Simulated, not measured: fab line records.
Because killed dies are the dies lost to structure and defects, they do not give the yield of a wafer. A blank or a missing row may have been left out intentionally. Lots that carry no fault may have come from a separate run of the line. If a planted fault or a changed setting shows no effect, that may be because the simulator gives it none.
Chamber matching :: flow nand_harc :: 4 sister chambers for NHARC_A_STAIRCASE_TRIM_220 on rie_diel-09
The step chemistry O2, time 211.2 s. 14 wafers are shown with their chamber, then 6 later ones without.

EACH WAFER AND ITS CHAMBER
wafer: L255.2
chamber: 3
showerhead_plenum_p_Torr (Torr): 3.78
drypump_motor_current_A (A): 6.4
oes_product_au (a.u.): 1.007

wafer: L255.5
chamber: 2
showerhead_plenum_p_Torr (Torr): 3.59
drypump_motor_current_A (A): 6.2
oes_product_au (a.u.): 1.019

wafer: L255.6
chamber: 3
showerhead_plenum_p_Torr (Torr): 3.78
drypump_motor_current_A (A): 6.5
oes_product_au (a.u.): 1.007

wafer: L256.1
chamber: 2
showerhead_plenum_p_Torr (Torr): 3.59
drypump_motor_current_A (A): 6.1
oes_product_au (a.u.): 1.014

wafer: L256.4
chamber: 2
showerhead_plenum_p_Torr (Torr): 3.59
drypump_motor_current_A (A): 6.2
oes_product_au (a.u.): 1.016

wafer: L256.5
chamber: 1
showerhead_plenum_p_Torr (Torr): 3.65
drypump_motor_current_A (A): 5.9
oes_product_au (a.u.): 0.999

wafer: L258.1
chamber: 0
showerhead_plenum_p_Torr (Torr): 3.63
drypump_motor_current_A (A): 5.8
oes_product_au (a.u.): 1.000

wafer: L258.3
chamber: 2
showerhead_plenum_p_Torr (Torr): 3.58
drypump_motor_current_A (A): 6.2
oes_product_au (a.u.): 1.007

wafer: L258.6
chamber: 1
showerhead_plenum_p_Torr (Torr): 3.64
drypump_motor_current_A (A): 5.9
oes_product_au (a.u.): 1.001

wafer: L261.3
chamber: 3
showerhead_plenum_p_Torr (Torr): 3.76
drypump_motor_current_A (A): 6.4
oes_product_au (a.u.): 0.993

wafer: L261.4
chamber: 0
showerhead_plenum_p_Torr (Torr): 3.63
drypump_motor_current_A (A): 5.8
oes_product_au (a.u.): 0.990

wafer: L261.5
chamber: 3
showerhead_plenum_p_Torr (Torr): 3.76
drypump_motor_current_A (A): 6.4
oes_product_au (a.u.): 1.001

wafer: L264.2
chamber: 3
showerhead_plenum_p_Torr (Torr): 3.76
drypump_motor_current_A (A): 6.5
oes_product_au (a.u.): 1.005

wafer: L264.5
chamber: 3
showerhead_plenum_p_Torr (Torr): 3.76
drypump_motor_current_A (A): 6.4
oes_product_au (a.u.): 1.005

SIGNATURES (averages over the wafers above)
reading: showerhead_plenum_p_Torr
chamber 0: 3.6300
chamber 1: 3.6450
chamber 2: 3.5875
chamber 3: 3.7667
scatter within a chamber: 0.00811

reading: drypump_motor_current_A
chamber 0: 5.800
chamber 1: 5.900
chamber 2: 6.175
chamber 3: 6.433
scatter within a chamber: 0.0456

reading: oes_product_au
chamber 0: 0.99500
chamber 1: 1.00000
chamber 2: 1.01400
chamber 3: 1.00300
scatter within a chamber: 0.00523
Rule: distance of a wafer from a chamber = root of the sum over the readings of ((wafer's reading minus chamber's mean) / reading's scatter) squared. The wafer belongs to the nearest chamber; if the next one is less than 2 further off, it can't be placed. How the scatter is found: for the shown wafers, subtract from each reading the mean of its chamber, square and add these, divide the total by (wafers less chambers), then take the root.

WAFERS MISSING THEIR CHAMBER
wafer: L276.3
showerhead_plenum_p_Torr (Torr): 3.62
drypump_motor_current_A (A): 5.9
oes_product_au (a.u.): 1.007

wafer: L276.4
showerhead_plenum_p_Torr (Torr): 3.60
drypump_motor_current_A (A): 5.8
oes_product_au (a.u.): 1.023

wafer: L276.5
showerhead_plenum_p_Torr (Torr): 3.74
drypump_motor_current_A (A): 6.4
oes_product_au (a.u.): 1.002

wafer: L277.1
showerhead_plenum_p_Torr (Torr): 3.60
drypump_motor_current_A (A): 5.7
oes_product_au (a.u.): 1.017

wafer: L277.4
showerhead_plenum_p_Torr (Torr): 3.61
drypump_motor_current_A (A): 5.9
oes_product_au (a.u.): 0.994

wafer: L277.5
showerhead_plenum_p_Torr (Torr): 3.73
drypump_motor_current_A (A): 6.4
oes_product_au (a.u.): 1.000

CHAMBER TAKEN BY EACH
wafer: L276.3
from the rows above: can't be placed: 1 or 0
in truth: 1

wafer: L276.4
from the rows above: can't be placed: 0 or 1
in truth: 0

wafer: L276.5
from the rows above: 3
in truth: 3

wafer: L277.1
from the rows above: can't be placed: 0 or 1
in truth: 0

wafer: L277.4
from the rows above: can't be placed: 0 or 1
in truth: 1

wafer: L277.5
from the rows above: 3
in truth: 3
2 of 6 placed correctly. Not placeable from these rows: 4 (in 4, the candidates include the true chamber). Number placed wrongly: 0.
